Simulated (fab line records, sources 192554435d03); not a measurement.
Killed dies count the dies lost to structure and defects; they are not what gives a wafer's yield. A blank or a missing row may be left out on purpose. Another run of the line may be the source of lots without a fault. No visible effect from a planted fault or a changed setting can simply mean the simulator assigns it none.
Matching of chambers + flow n5-finfet + 4 sister chambers for N5_FIN_SAQP_SPACER2_ALD_28 on ald-sin-04
The step deposits SiO2, target thk 8.1 nm, pulse time 1 s, purge time 2 s. 7 wafers are shown with their chamber, then 12 later ones without.

== WAFERS, EACH WITH ITS CHAMBER ==
| wafer  | chamber | heater-power-w (W) | precursor-pulse-height-rel |
|--------|---------|--------------------|----------------------------|
| L083.1 | 0       | 468                | 1.023                      |
| L084.6 | 0       | 455                | 0.974                      |
| L085.3 | 3       | 434                | 1.017                      |
| L086.5 | 1       | 511                | 1.023                      |
| L088.1 | 1       | 494                | 0.995                      |
| L088.4 | 2       | 532                | 0.997                      |
| L088.5 | 2       | 546                | 0.984                      |

== WAFERS WHOSE CHAMBER IS MISSING ==
| wafer  | heater-power-w (W) | precursor-pulse-height-rel |
|--------|--------------------|----------------------------|
| L089.1 | 534                | 0.953                      |
| L089.2 | 513                | 1.035                      |
| L089.6 | 500                | 0.994                      |
| L092.1 | 471                | 0.984                      |
| L092.2 | 537                | 0.979                      |
| L092.5 | 538                | 1.041                      |
| L094.1 | 440                | 0.972                      |
| L094.2 | 543                | 0.992                      |
| L094.4 | 549                | 1.027                      |
| L096.2 | 536                | 0.995                      |
| L096.5 | 539                | 1.013                      |
| L096.6 | 515                | 1.048                      |

== CHAMBER TAKEN BY EACH ==
| wafer  | from the rows above     | in truth |
|--------|-------------------------|----------|
| L089.1 | 2                       | 2        |
| L089.2 | can't be placed: 1 or 2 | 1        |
| L089.6 | 1                       | 1        |
| L092.1 | 0                       | 0        |
| L092.2 | 2                       | 2        |
| L092.5 | can't be placed: 2 or 1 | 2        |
| L094.1 | can't be placed: 3 or 0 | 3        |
| L094.2 | 2                       | 2        |
| L094.4 | 2                       | 2        |
| L096.2 | 2                       | 2        |
| L096.5 | 2                       | 2        |
| L096.6 | can't be placed: 1 or 2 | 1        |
Correctly placed: 8 of 12. Can't be placed from these rows: 4 (the true chamber is among the candidates in 4). Number placed wrongly: 0.
How it was worked out, from the rows above alone: a wafer's distance from a chamber is the root of the sum, over the readings, of the square of ((its reading less the chamber's mean) divided by the reading's scatter). The wafer belongs to the nearest chamber; if the next one is less than 2 further off, it can't be placed. The mean given for a chamber averages the wafers shown for that chamber. The scatter: the root of (the sum of the squares of (reading less its chamber's mean) over the shown wafers, divided by (wafers less chambers)).
